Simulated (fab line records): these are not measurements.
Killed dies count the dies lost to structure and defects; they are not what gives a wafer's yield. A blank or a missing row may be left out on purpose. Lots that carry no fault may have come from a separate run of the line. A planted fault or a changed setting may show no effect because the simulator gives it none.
Which of the tools did it? / flow n5-finfet / 24 lots with 72 wafers sampled at 6 steps, on a route of 1938 steps

== WHAT THE GAUGES SHOWED, per wafer ==
N5_BEOL_M5_THK_MEAS_53: measures by xrf.
lot=L074; measured=day 8 06:32; on=film-metro-01; M5_THK (nm)=58.7 58.1 56.7
lot=L075; measured=day 8 14:22; on=film-metro-02; M5_THK (nm)=59.4 58.1 61.3
lot=L076; measured=day 9 07:10; on=film-metro-01; M5_THK (nm)=60.2 60.9 59.2
lot=L077; measured=day 10 01:32; on=film-metro-02; M5_THK (nm)=58.9 58.7 59.0
lot=L080; measured=day 10 00:14; on=film-metro-02; M5_THK (nm)=63.2 64.9 62.9
lot=L079; measured=day 10 06:05; on=film-metro-02; M5_THK (nm)=60.8 62.3 62.0
lot=L078; measured=day 10 04:55; on=film-metro-01; M5_THK (nm)=61.3 61.8 60.5
lot=L082; measured=day 10 09:35; on=film-metro-01; M5_THK (nm)=59.7 61.2 62.0
lot=L083; measured=day 10 12:34; on=film-metro-02; M5_THK (nm)=60.7 63.4 61.8
lot=L081; measured=day 10 19:34; on=film-metro-01; M5_THK (nm)=61.4 63.2 61.6
lot=L084; measured=day 11 10:46; on=film-metro-01; M5_THK (nm)=62.1 60.2 60.8
lot=L085; measured=day 11 14:57; on=film-metro-01; M5_THK (nm)=61.8 64.6 62.1
lot=L086; measured=day 11 23:14; on=film-metro-02; M5_THK (nm)=62.6 63.1 60.5
lot=L087; measured=day 12 10:41; on=film-metro-02; M5_THK (nm)=61.1 63.8 65.6
lot=L088; measured=day 12 07:50; on=film-metro-02; M5_THK (nm)=60.7 61.1 63.7
lot=L089; measured=day 13 01:56; on=film-metro-02; M5_THK (nm)=61.9 60.9 64.3
lot=L091; measured=day 13 02:55; on=film-metro-01; M5_THK (nm)=61.8 59.3 59.7
lot=L090; measured=day 13 04:57; on=film-metro-02; M5_THK (nm)=62.2 61.2 62.7
lot=L092; measured=day 13 07:17; on=film-metro-01; M5_THK (nm)=63.1 61.7 59.9
lot=L093; measured=day 13 13:22; on=film-metro-01; M5_THK (nm)=65.6 61.5 63.8
lot=L094; measured=day 13 22:53; on=film-metro-01; M5_THK (nm)=61.5 58.9 62.5
lot=L095; measured=day 14 07:47; on=film-metro-02; M5_THK (nm)=61.5 64.1 62.9
lot=L096; measured=day 14 15:46; on=film-metro-02; M5_THK (nm)=61.0 58.9 61.4
lot=L097; measured=day 14 15:48; on=film-metro-01; M5_THK (nm)=60.4 61.8 59.5

N5_BEOL_M6_OVL_MEAS_29.
lot=L074; measured=day 8 12:46; on=overlay-02; V5_OVL (nm)=0.1 -0.6 -0.2
lot=L075; measured=day 8 20:08; on=overlay-01; V5_OVL (nm)=-1.0 0.7 -0.2
lot=L076; measured=day 9 11:47; on=overlay-01; V5_OVL (nm)=0.2 0.1 0.3
lot=L077; measured=day 10 09:17; on=overlay-02; V5_OVL (nm)=-0.4 0.6 0.0
lot=L080; measured=day 10 09:08; on=overlay-01; V5_OVL (nm)=1.6 0.5 -0.7
lot=L079; measured=day 10 12:38; on=overlay-01; V5_OVL (nm)=-0.6 0.1 0.0
lot=L078; measured=day 10 09:31; on=overlay-02; V5_OVL (nm)=0.1 -0.3 0.3
lot=L082; measured=day 10 12:47; on=overlay-01; V5_OVL (nm)=0.7 0.5 0.3
lot=L083; measured=day 10 18:17; on=overlay-01; V5_OVL (nm)=1.8 1.2 0.9
lot=L081; measured=day 10 23:39; on=overlay-01; V5_OVL (nm)=0.1 0.4 1.0
lot=L084; measured=day 11 14:01; on=overlay-02; V5_OVL (nm)=-0.9 -1.0 -1.0
lot=L085; measured=day 11 20:25; on=overlay-01; V5_OVL (nm)=0.3 0.6 0.7
lot=L086; measured=day 12 06:06; on=overlay-01; V5_OVL (nm)=1.0 0.9 0.0
lot=L087; measured=day 12 15:19; on=overlay-02; V5_OVL (nm)=-0.7 0.0 -0.1
lot=L088; measured=day 12 11:34; on=overlay-01; V5_OVL (nm)=0.1 0.4 -0.1
lot=L089; measured=day 13 05:43; on=overlay-02; V5_OVL (nm)=0.0 1.0 0.8
lot=L091; measured=day 13 10:02; on=overlay-02; V5_OVL (nm)=-0.1 0.1 -1.5
lot=L090; measured=day 13 09:59; on=overlay-01; V5_OVL (nm)=1.2 0.3 0.0
lot=L092; measured=day 13 12:24; on=overlay-01; V5_OVL (nm)=-1.6 0.0 -1.4
lot=L093; measured=day 13 16:56; on=overlay-01; V5_OVL (nm)=0.5 -0.3 1.5
lot=L094; measured=day 14 05:50; on=overlay-01; V5_OVL (nm)=0.6 -0.3 -0.7
lot=L095; measured=day 14 11:34; on=overlay-01; V5_OVL (nm)=0.6 1.0 0.5
lot=L096; measured=day 14 19:23; on=overlay-02; V5_OVL (nm)=0.0 0.2 -1.1
lot=L097; measured=day 14 20:22; on=overlay-01; V5_OVL (nm)=0.0 -0.9 0.1

== EACH LOT AND THE TOOL THAT RAN IT (in order: tool; ch and the chambers of the sampled wafers; start) ==
lot=L074; N5_BEOL_M5_HM_OPEN_17=rie-metal-01 ch 0,1, day 7 21:18; N5_BEOL_M5_ANNEAL_49=pvd-sputter-02, day 8 01:28; N5_BEOL_M6_CURE_74=uv-cure-01 ch 1, day 8 07:07; N5_BEOL_M6_STRIP_19=rie-diel-02 ch 0,2, day 8 10:26
lot=L075; N5_BEOL_M5_HM_OPEN_17=rie-metal-03 ch 0,1, day 8 05:29; N5_BEOL_M5_ANNEAL_49=pvd-sputter-02, day 8 09:18; N5_BEOL_M6_CURE_74=uv-cure-01 ch 1, day 8 14:51; N5_BEOL_M6_STRIP_19=rie-diel-03 ch 0,3, day 8 17:50
lot=L076; N5_BEOL_M5_HM_OPEN_17=rie-metal-02 ch 1, day 8 22:59; N5_BEOL_M5_ANNEAL_49=pvd-sputter-01, day 9 01:56; N5_BEOL_M6_CURE_74=uv-cure-02 ch 1, day 9 07:34; N5_BEOL_M6_STRIP_19=rie-diel-02 ch 0,1, day 9 09:48
lot=L077; N5_BEOL_M5_HM_OPEN_17=rie-metal-02 ch 0,1, day 9 15:03; N5_BEOL_M5_ANNEAL_49=pvd-sputter-03, day 9 20:29; N5_BEOL_M6_CURE_74=uv-cure-02 ch 0, day 10 02:25; N5_BEOL_M6_STRIP_19=rie-diel-04 ch 0,3, day 10 06:31
lot=L080; N5_BEOL_M5_HM_OPEN_17=rie-metal-01 ch 0,1, day 9 15:19; N5_BEOL_M5_ANNEAL_49=pvd-sputter-01, day 9 19:01; N5_BEOL_M6_CURE_74=uv-cure-01 ch 0, day 10 00:47; N5_BEOL_M6_STRIP_19=rie-diel-04 ch 2,3, day 10 05:45
lot=L079; N5_BEOL_M5_HM_OPEN_17=rie-metal-03 ch 0,1, day 9 18:11; N5_BEOL_M5_ANNEAL_49=pvd-sputter-02, day 10 01:02; N5_BEOL_M6_CURE_74=uv-cure-02 ch 0, day 10 06:38; N5_BEOL_M6_STRIP_19=rie-diel-03 ch 2,3, day 10 10:54
lot=L078; N5_BEOL_M5_HM_OPEN_17=rie-metal-03 ch 0,1, day 9 19:08; N5_BEOL_M5_ANNEAL_49=pvd-sputter-01, day 9 23:51; N5_BEOL_M6_CURE_74=uv-cure-01 ch 2, day 10 05:19; N5_BEOL_M6_STRIP_19=rie-diel-03 ch 2,3, day 10 07:26
lot=L082; N5_BEOL_M5_HM_OPEN_17=rie-metal-01 ch 0,1, day 9 22:17; N5_BEOL_M5_ANNEAL_49=pvd-sputter-01, day 10 04:31; N5_BEOL_M6_CURE_74=uv-cure-03 ch 1, day 10 10:04; N5_BEOL_M6_STRIP_19=rie-diel-03 ch 0,1,3, day 10 11:51
lot=L083; N5_BEOL_M5_HM_OPEN_17=rie-metal-02 ch 0,1, day 10 00:15; N5_BEOL_M5_ANNEAL_49=pvd-sputter-03, day 10 06:32; N5_BEOL_M6_CURE_74=uv-cure-02 ch 1, day 10 13:02; N5_BEOL_M6_STRIP_19=rie-diel-03 ch 1,2,3, day 10 14:53
lot=L081; N5_BEOL_M5_HM_OPEN_17=rie-metal-02 ch 0,1, day 10 10:55; N5_BEOL_M5_ANNEAL_49=pvd-sputter-03, day 10 14:31; N5_BEOL_M6_CURE_74=uv-cure-03 ch 0, day 10 19:58; N5_BEOL_M6_STRIP_19=rie-diel-04 ch 0,3, day 10 21:47
lot=L084; N5_BEOL_M5_HM_OPEN_17=rie-metal-02 ch 0,1, day 11 02:49; N5_BEOL_M5_ANNEAL_49=pvd-sputter-03, day 11 05:30; N5_BEOL_M6_CURE_74=uv-cure-01 ch 2, day 11 11:10; N5_BEOL_M6_STRIP_19=rie-diel-02 ch 0,3, day 11 13:32
lot=L085; N5_BEOL_M5_HM_OPEN_17=rie-metal-01 ch 0,1, day 11 05:04; N5_BEOL_M5_ANNEAL_49=pvd-sputter-02, day 11 09:37; N5_BEOL_M6_CURE_74=uv-cure-03 ch 2, day 11 15:27; N5_BEOL_M6_STRIP_19=rie-diel-04 ch 0,1,3, day 11 17:53
lot=L086; N5_BEOL_M5_HM_OPEN_17=rie-metal-02 ch 1, day 11 13:55; N5_BEOL_M5_ANNEAL_49=pvd-sputter-02, day 11 18:10; N5_BEOL_M6_CURE_74=uv-cure-01 ch 0, day 11 23:38; N5_BEOL_M6_STRIP_19=rie-diel-03 ch 0,3, day 12 02:34
lot=L087; N5_BEOL_M5_HM_OPEN_17=rie-metal-02 ch 1, day 11 22:04; N5_BEOL_M5_ANNEAL_49=pvd-sputter-03, day 12 05:05; N5_BEOL_M6_CURE_74=uv-cure-01 ch 0, day 12 11:05; N5_BEOL_M6_STRIP_19=rie-diel-04 ch 0,3, day 12 13:37
lot=L088; N5_BEOL_M5_HM_OPEN_17=rie-metal-03 ch 0,1, day 11 23:58; N5_BEOL_M5_ANNEAL_49=pvd-sputter-01, day 12 02:46; N5_BEOL_M6_CURE_74=uv-cure-03 ch 0, day 12 08:13; N5_BEOL_M6_STRIP_19=rie-diel-02 ch 0,2, day 12 10:20
lot=L089; N5_BEOL_M5_HM_OPEN_17=rie-metal-01 ch 0,1, day 12 17:16; N5_BEOL_M5_ANNEAL_49=pvd-sputter-03, day 12 20:52; N5_BEOL_M6_CURE_74=uv-cure-03 ch 2, day 13 02:26; N5_BEOL_M6_STRIP_19=rie-diel-04 ch 0,1,2, day 13 04:41
lot=L091; N5_BEOL_M5_HM_OPEN_17=rie-metal-02 ch 0, day 12 17:30; N5_BEOL_M5_ANNEAL_49=pvd-sputter-02, day 12 21:51; N5_BEOL_M6_CURE_74=uv-cure-02 ch 1, day 13 03:23; N5_BEOL_M6_STRIP_19=rie-diel-03 ch 0,1, day 13 06:10
lot=L090; N5_BEOL_M5_HM_OPEN_17=rie-metal-02 ch 0,1, day 12 18:13; N5_BEOL_M5_ANNEAL_49=pvd-sputter-01, day 12 23:53; N5_BEOL_M6_CURE_74=uv-cure-03 ch 0, day 13 05:20; N5_BEOL_M6_STRIP_19=rie-diel-04 ch 0,3, day 13 07:36
lot=L092; N5_BEOL_M5_HM_OPEN_17=rie-metal-02 ch 0,1, day 12 19:55; N5_BEOL_M5_ANNEAL_49=pvd-sputter-03, day 13 02:14; N5_BEOL_M6_CURE_74=uv-cure-02 ch 2, day 13 07:47; N5_BEOL_M6_STRIP_19=rie-diel-02 ch 1,2,3, day 13 11:50
lot=L093; N5_BEOL_M5_HM_OPEN_17=rie-metal-01 ch 0,1, day 13 02:36; N5_BEOL_M5_ANNEAL_49=pvd-sputter-02, day 13 06:11; N5_BEOL_M6_CURE_74=uv-cure-02 ch 1, day 13 13:45; N5_BEOL_M6_STRIP_19=rie-diel-03 ch 1,2,3, day 13 15:56
lot=L094; N5_BEOL_M5_HM_OPEN_17=rie-metal-03 ch 0,1, day 13 13:22; N5_BEOL_M5_ANNEAL_49=pvd-sputter-02, day 13 17:34; N5_BEOL_M6_CURE_74=uv-cure-03 ch 2, day 13 23:40; N5_BEOL_M6_STRIP_19=rie-diel-04 ch 0,1,3, day 14 02:55
lot=L095; N5_BEOL_M5_HM_OPEN_17=rie-metal-02 ch 0,1, day 13 21:53; N5_BEOL_M5_ANNEAL_49=pvd-sputter-02, day 14 02:43; N5_BEOL_M6_CURE_74=uv-cure-02 ch 2, day 14 08:11; N5_BEOL_M6_STRIP_19=rie-diel-04 ch 0,1,3, day 14 11:04
lot=L096; N5_BEOL_M5_HM_OPEN_17=rie-metal-01 ch 0, day 14 06:14; N5_BEOL_M5_ANNEAL_49=pvd-sputter-03, day 14 10:42; N5_BEOL_M6_CURE_74=uv-cure-01 ch 2, day 14 16:11; N5_BEOL_M6_STRIP_19=rie-diel-02 ch 1,3, day 14 18:50
lot=L097; N5_BEOL_M5_HM_OPEN_17=rie-metal-02 ch 0,1, day 14 06:29; N5_BEOL_M5_ANNEAL_49=pvd-sputter-02, day 14 10:44; N5_BEOL_M6_CURE_74=uv-cure-02 ch 0, day 14 16:19; N5_BEOL_M6_STRIP_19=rie-diel-03 ch 1,2,3, day 14 19:09
- N5_BEOL_M5_HM_OPEN_17: chemistry Cl2/BCl3, target TiN, target depth 20 nm, overetch 6 nm.
- N5_BEOL_M5_ANNEAL_49: time 1800 s.
- N5_BEOL_M6_CURE_74: cures SiCOH lowk, time 240 s.
- N5_BEOL_M6_STRIP_19: strips in O2.

== WHAT THE TOOLS THEMSELVES READ (means of the sampled wafers that have a number; where no wafer has one, the mark that the record gives instead) ==
N5_BEOL_M5_HM_OPEN_17.
lot=L074; tool=rie-metal-01; drypump-motor-current-A (A)=5.5; oes-product-au (a.u.)=0.54; throttle-valve-pct (%)=22.19
lot=L075; tool=rie-metal-03; drypump-motor-current-A (A)=5.5; oes-product-au (a.u.)=0.63; throttle-valve-pct (%)=22.54
lot=L076; tool=rie-metal-02; drypump-motor-current-A (A)=6.4; oes-product-au (a.u.)=0.54; throttle-valve-pct (%)=21.91
lot=L077; tool=rie-metal-02; drypump-motor-current-A (A)=6.4; oes-product-au (a.u.)=0.61; throttle-valve-pct (%)=22.03
lot=L080; tool=rie-metal-01; drypump-motor-current-A (A)=5.5; oes-product-au (a.u.)=0.55; throttle-valve-pct (%)=22.19
lot=L079; tool=rie-metal-03; drypump-motor-current-A (A)=5.5; oes-product-au (a.u.)=0.58; throttle-valve-pct (%)=22.43
lot=L078; tool=rie-metal-03; drypump-motor-current-A (A)=5.5; oes-product-au (a.u.)=0.59; throttle-valve-pct (%)=22.43
lot=L082; tool=rie-metal-01; drypump-motor-current-A (A)=5.4; oes-product-au (a.u.)=0.58; throttle-valve-pct (%)=22.07
lot=L083; tool=rie-metal-02; drypump-motor-current-A (A)=6.4; oes-product-au (a.u.)=0.61; throttle-valve-pct (%)=22.02
lot=L081; tool=rie-metal-02; drypump-motor-current-A (A)=6.4; oes-product-au (a.u.)=0.61; throttle-valve-pct (%)=22.01
lot=L084; tool=rie-metal-02; drypump-motor-current-A (A)=6.4; oes-product-au (a.u.)=0.60; throttle-valve-pct (%)=22.03
lot=L085; tool=rie-metal-01; drypump-motor-current-A (A)=5.5; oes-product-au (a.u.)=0.76; throttle-valve-pct (%)=21.94
lot=L086; tool=rie-metal-02; drypump-motor-current-A (A)=6.4; oes-product-au (a.u.)=0.53; throttle-valve-pct (%)=21.93
lot=L087; tool=rie-metal-02; drypump-motor-current-A (A)=6.4; oes-product-au (a.u.)=0.53; throttle-valve-pct (%)=21.93
lot=L088; tool=rie-metal-03; drypump-motor-current-A (A)=5.5; oes-product-au (a.u.)=0.61; throttle-valve-pct (%)=22.56
lot=L089; tool=rie-metal-01; drypump-motor-current-A (A)=5.5; oes-product-au (a.u.)=0.72; throttle-valve-pct (%)=21.95
lot=L091; tool=rie-metal-02; drypump-motor-current-A (A)=6.4; oes-product-au (a.u.)=0.72; throttle-valve-pct (%)=22.25
lot=L090; tool=rie-metal-02; drypump-motor-current-A (A)=6.3; oes-product-au (a.u.)=0.65; throttle-valve-pct (%)=22.14
lot=L092; tool=rie-metal-02; drypump-motor-current-A (A)=6.3; oes-product-au (a.u.)=0.66; throttle-valve-pct (%)=22.15
lot=L093; tool=rie-metal-01; drypump-motor-current-A (A)=5.5; oes-product-au (a.u.)=0.65; throttle-valve-pct (%)=21.99
lot=L094; tool=rie-metal-03; drypump-motor-current-A (A)=5.5; oes-product-au (a.u.)=0.58; throttle-valve-pct (%)=22.45
lot=L095; tool=rie-metal-02; drypump-motor-current-A (A)=6.4; oes-product-au (a.u.)=0.82; throttle-valve-pct (%)=21.88
lot=L096; tool=rie-metal-01; drypump-motor-current-A (A)=5.5; oes-product-au (a.u.)=0.78; throttle-valve-pct (%)=21.91
lot=L097; tool=rie-metal-02; drypump-motor-current-A (A)=6.4; oes-product-au (a.u.)=0.79; throttle-valve-pct (%)=21.88

N5_BEOL_M5_ANNEAL_49.
lot=L074; tool=pvd-sputter-02; heater-power-w (W)=855
lot=L075; tool=pvd-sputter-02; heater-power-w (W)=816
lot=L076; tool=pvd-sputter-01; heater-power-w (W)=775
lot=L077; tool=pvd-sputter-03; heater-power-w (W)=830
lot=L080; tool=pvd-sputter-01; heater-power-w (W)=749
lot=L079; tool=pvd-sputter-02; heater-power-w (W)=819
lot=L078; tool=pvd-sputter-01; heater-power-w (W)=751
lot=L082; tool=pvd-sputter-01; heater-power-w (W)=856
lot=L083; tool=pvd-sputter-03; heater-power-w (W)=821
lot=L081; tool=pvd-sputter-03; heater-power-w (W)=852
lot=L084; tool=pvd-sputter-03; heater-power-w (W)=861
lot=L085; tool=pvd-sputter-02; heater-power-w (W)=823
lot=L086; tool=pvd-sputter-02; heater-power-w (W)=803
lot=L087; tool=pvd-sputter-03; heater-power-w (W)=832
lot=L088; tool=pvd-sputter-01; heater-power-w (W)=786
lot=L089; tool=pvd-sputter-03; heater-power-w (W)=815
lot=L091; tool=pvd-sputter-02; heater-power-w (W)=820
lot=L090; tool=pvd-sputter-01; heater-power-w (W)=782
lot=L092; tool=pvd-sputter-03; heater-power-w (W)=854
lot=L093; tool=pvd-sputter-02; heater-power-w (W)=855
lot=L094; tool=pvd-sputter-02; heater-power-w (W)=823
lot=L095; tool=pvd-sputter-02; heater-power-w (W)=813
lot=L096; tool=pvd-sputter-03; heater-power-w (W)=826
lot=L097; tool=pvd-sputter-02; heater-power-w (W)=791

N5_BEOL_M6_CURE_74.
lot=L074; tool=uv-cure-01; lamp-power-pct (%)=52.31; wafer_temp_C_max=387.8
lot=L075; tool=uv-cure-01; lamp-power-pct (%)=52.28; wafer_temp_C_max=387.9
lot=L076; tool=uv-cure-02; lamp-power-pct (%)=52.34; wafer_temp_C_max=387.5
lot=L077; tool=uv-cure-02; lamp-power-pct (%)=52.35; wafer_temp_C_max=386.3
lot=L080; tool=uv-cure-01; lamp-power-pct (%)=52.37; wafer_temp_C_max=387.3
lot=L079; tool=uv-cure-02; lamp-power-pct (%)=52.37; wafer_temp_C_max=386.5
lot=L078; tool=uv-cure-01; lamp-power-pct (%)=52.32; wafer_temp_C_max=386.1
lot=L082; tool=uv-cure-03; lamp-power-pct (%)=52.31; wafer_temp_C_max=386.8
lot=L083; tool=uv-cure-02; lamp-power-pct (%)=52.27; wafer_temp_C_max=388.1
lot=L081; tool=uv-cure-03; lamp-power-pct (%)=52.29; wafer_temp_C_max=386.4
lot=L084; tool=uv-cure-01; lamp-power-pct (%)=52.32; wafer_temp_C_max=386.1
lot=L085; tool=uv-cure-03; lamp-power-pct (%)=52.39; wafer_temp_C_max=386.4
lot=L086; tool=uv-cure-01; lamp-power-pct (%)=52.35; wafer_temp_C_max=387.7
lot=L087; tool=uv-cure-01; lamp-power-pct (%)=52.27; wafer_temp_C_max=387.7
lot=L088; tool=uv-cure-03; lamp-power-pct (%)=52.32; wafer_temp_C_max=387.1
lot=L089; tool=uv-cure-03; lamp-power-pct (%)=52.33; wafer_temp_C_max=386.3
lot=L091; tool=uv-cure-02; lamp-power-pct (%)=52.37; wafer_temp_C_max=387.8
lot=L090; tool=uv-cure-03; lamp-power-pct (%)=52.28; wafer_temp_C_max=386.3
lot=L092; tool=uv-cure-02; lamp-power-pct (%)=52.35; wafer_temp_C_max=387.0
lot=L093; tool=uv-cure-02; lamp-power-pct (%)=52.28; wafer_temp_C_max=387.1
lot=L094; tool=uv-cure-03; lamp-power-pct (%)=52.31; wafer_temp_C_max=386.2
lot=L095; tool=uv-cure-02; lamp-power-pct (%)=52.32; wafer_temp_C_max=387.1
lot=L096; tool=uv-cure-01; lamp-power-pct (%)=52.29; wafer_temp_C_max=386.0
lot=L097; tool=uv-cure-02; lamp-power-pct (%)=52.31; wafer_temp_C_max=386.7

N5_BEOL_M6_STRIP_19.
lot=L074; tool=rie-diel-02; drypump-motor-current-A (A)=5.3; oes-product-au (a.u.)=0.72; rf-vpp-V (V)=3.7; showerhead-plenum-p-Torr (Torr)=2.06; throttle-valve-pct (%)=16.79
lot=L075; tool=rie-diel-03; drypump-motor-current-A (A)=5.6; oes-product-au (a.u.)=0.81; rf-vpp-V (V)=3.4; showerhead-plenum-p-Torr (Torr)=2.13; throttle-valve-pct (%)=16.50
lot=L076; tool=rie-diel-02; drypump-motor-current-A (A)=5.9; oes-product-au (a.u.)=0.71; rf-vpp-V (V)=3.9; showerhead-plenum-p-Torr (Torr)=2.10; throttle-valve-pct (%)=16.62
lot=L077; tool=rie-diel-04; drypump-motor-current-A (A)=6.5; oes-product-au (a.u.)=0.88; rf-vpp-V (V)=3.8; showerhead-plenum-p-Torr (Torr)=2.17; throttle-valve-pct (%)=16.68
lot=L080; tool=rie-diel-04; drypump-motor-current-A (A)=6.1; oes-product-au (a.u.)=0.80; rf-vpp-V (V)=4.4; showerhead-plenum-p-Torr (Torr)=2.08; throttle-valve-pct (%)=16.76
lot=L079; tool=rie-diel-03; drypump-motor-current-A (A)=5.5; oes-product-au (a.u.)=0.82; rf-vpp-V (V)=3.9; showerhead-plenum-p-Torr (Torr)=2.14; throttle-valve-pct (%)=16.49
lot=L078; tool=rie-diel-03; drypump-motor-current-A (A)=5.5; oes-product-au (a.u.)=0.84; rf-vpp-V (V)=3.9; showerhead-plenum-p-Torr (Torr)=2.15; throttle-valve-pct (%)=16.48
lot=L082; tool=rie-diel-03; drypump-motor-current-A (A)=5.5; oes-product-au (a.u.)=0.82; rf-vpp-V (V)=3.6; showerhead-plenum-p-Torr (Torr)=2.14; throttle-valve-pct (%)=16.50
lot=L083; tool=rie-diel-03; drypump-motor-current-A (A)=5.5; oes-product-au (a.u.)=0.84; rf-vpp-V (V)=3.7; showerhead-plenum-p-Torr (Torr)=2.15; throttle-valve-pct (%)=16.47
lot=L081; tool=rie-diel-04; drypump-motor-current-A (A)=6.6; oes-product-au (a.u.)=0.89; rf-vpp-V (V)=4.3; showerhead-plenum-p-Torr (Torr)=2.20; throttle-valve-pct (%)=16.66
lot=L084; tool=rie-diel-02; drypump-motor-current-A (A)=5.5; oes-product-au (a.u.)=0.71; rf-vpp-V (V)=3.2; showerhead-plenum-p-Torr (Torr)=2.05; throttle-valve-pct (%)=16.70
lot=L085; tool=rie-diel-04; drypump-motor-current-A (A)=6.5; oes-product-au (a.u.)=0.88; rf-vpp-V (V)=4.0; showerhead-plenum-p-Torr (Torr)=2.14; throttle-valve-pct (%)=16.59
lot=L086; tool=rie-diel-03; drypump-motor-current-A (A)=5.7; oes-product-au (a.u.)=0.84; rf-vpp-V (V)=4.1; showerhead-plenum-p-Torr (Torr)=2.17; throttle-valve-pct (%)=16.55
lot=L087; tool=rie-diel-04; drypump-motor-current-A (A)=6.6; oes-product-au (a.u.)=0.86; rf-vpp-V (V)=4.3; showerhead-plenum-p-Torr (Torr)=2.20; throttle-valve-pct (%)=16.70
lot=L088; tool=rie-diel-02; drypump-motor-current-A (A)=5.2; oes-product-au (a.u.)=0.91; rf-vpp-V (V)=3.0; showerhead-plenum-p-Torr (Torr)=2.11; throttle-valve-pct (%)=16.69
lot=L089; tool=rie-diel-04; drypump-motor-current-A (A)=6.2; oes-product-au (a.u.)=0.89; rf-vpp-V (V)=3.0; showerhead-plenum-p-Torr (Torr)=2.17; throttle-valve-pct (%)=16.50
lot=L091; tool=rie-diel-03; drypump-motor-current-A (A)=5.4; oes-product-au (a.u.)=0.76; rf-vpp-V (V)=3.2; showerhead-plenum-p-Torr (Torr)=2.09; throttle-valve-pct (%)=16.53
lot=L090; tool=rie-diel-04; drypump-motor-current-A (A)=6.6; oes-product-au (a.u.)=0.85; rf-vpp-V (V)=3.8; showerhead-plenum-p-Torr (Torr)=2.19; throttle-valve-pct (%)=16.72
lot=L092; tool=rie-diel-02; drypump-motor-current-A (A)=5.7; oes-product-au (a.u.)=0.88; rf-vpp-V (V)=3.4; showerhead-plenum-p-Torr (Torr)=2.12; throttle-valve-pct (%)=16.55
lot=L093; tool=rie-diel-03; drypump-motor-current-A (A)=5.5; oes-product-au (a.u.)=0.81; rf-vpp-V (V)=3.5; showerhead-plenum-p-Torr (Torr)=2.14; throttle-valve-pct (%)=16.54
lot=L094; tool=rie-diel-04; drypump-motor-current-A (A)=6.5; oes-product-au (a.u.)=0.85; rf-vpp-V (V)=3.4; showerhead-plenum-p-Torr (Torr)=2.13; throttle-valve-pct (%)=16.62
lot=L095; tool=rie-diel-04; drypump-motor-current-A (A)=6.5; oes-product-au (a.u.)=0.85; rf-vpp-V (V)=4.2; showerhead-plenum-p-Torr (Torr)=2.13; throttle-valve-pct (%)=16.63
lot=L096; tool=rie-diel-02; drypump-motor-current-A (A)=6.1; oes-product-au (a.u.)=0.84; rf-vpp-V (V)=3.9; showerhead-plenum-p-Torr (Torr)=2.11; throttle-valve-pct (%)=16.41
lot=L097; tool=rie-diel-03; drypump-motor-current-A (A)=5.5; oes-product-au (a.u.)=0.80; rf-vpp-V (V)=3.5; showerhead-plenum-p-Torr (Torr)=2.14; throttle-valve-pct (%)=16.56

== THE ANSWER, worked out from the rows above alone ==
Rule: usual is defined by the lots themselves. Put in order of their means at a reading, lots are off if they are a third of the lots or fewer, leave a main group of 4 or more, and stand apart from it by a gap of 3 or more times the standard deviation of the main group's means; of several such gaps the widest counts. If all means in a main group match to the digits the tables above print for the reading, that group is not used. A lot without any number at a reading at which 4 lots or more have one is off too. The other lots that the step has rows for count as sound. After the gauges, taken in route order, come the tools' own readings; for these a lot's mean is taken, as printed above. At the first step where some lot is off, the reading lying furthest off is the one used; lots without a number count as furthest.
None of the lots is off at any reading shown; this tells nothing.

== WHAT THE SIMULATOR HAD PUT IN ==
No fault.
